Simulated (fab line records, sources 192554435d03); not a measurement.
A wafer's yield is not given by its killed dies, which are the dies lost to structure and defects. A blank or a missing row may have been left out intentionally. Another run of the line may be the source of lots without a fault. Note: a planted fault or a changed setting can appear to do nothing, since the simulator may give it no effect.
Matching of chambers | flow n5_finfet | N5_BEOL_M9_ETCH_62 on rie_diel-03: 4 sister chambers
The step etches SOC in N2/H2, target depth 110 nm, overetch 22 nm, time 165 s. 4 wafers are shown with their chamber, then 9 later ones without.

## EACH WAFER AND ITS CHAMBER
wafer  | chamber | drypump_motor_current_A (A)
L078.6 | 0       | 6.0
L080.4 | 2       | 5.0
L083.5 | 1       | 6.3
L083.6 | 3       | 5.7

## WAFERS WITH NO CHAMBER GIVEN
wafer  | drypump_motor_current_A (A)
L085.1 | 5.0
L085.3 | 6.3
L085.4 | 5.1
L087.1 | 6.1
L087.4 | 6.3
L087.5 | 6.1
L090.2 | 5.1
L090.4 | 6.3
L090.5 | 6.3

## WHICH CHAMBER EACH WENT THROUGH
wafer  | from the rows above     | in truth
L085.1 | 2                       | 2
L085.3 | 1                       | 1
L085.4 | 2                       | 2
L087.1 | can't be placed: 0 or 1 | 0
L087.4 | 1                       | 1
L087.5 | can't be placed: 0 or 1 | 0
L090.2 | 2                       | 2
L090.4 | 1                       | 1
L090.5 | 1                       | 1
7 of 9 placed correctly. From these rows, 2 cannot be placed; in 2 the true chamber is one of the candidates. 0 placed wrongly.
How it was worked out, from the rows above alone: a wafer's distance from a chamber is the root of the sum, over the readings, of the square of ((its reading less the chamber's mean) divided by the reading's scatter). If the next closest chamber is less than 2 further off than the closest, the wafer can't be placed; otherwise it belongs to the closest. Each chamber's mean is taken over the wafers shown for it. The scatter (one wafer shown for each chamber): square how far every hidden wafer sits from the nearest shown wafer, average those squares and take the square root.
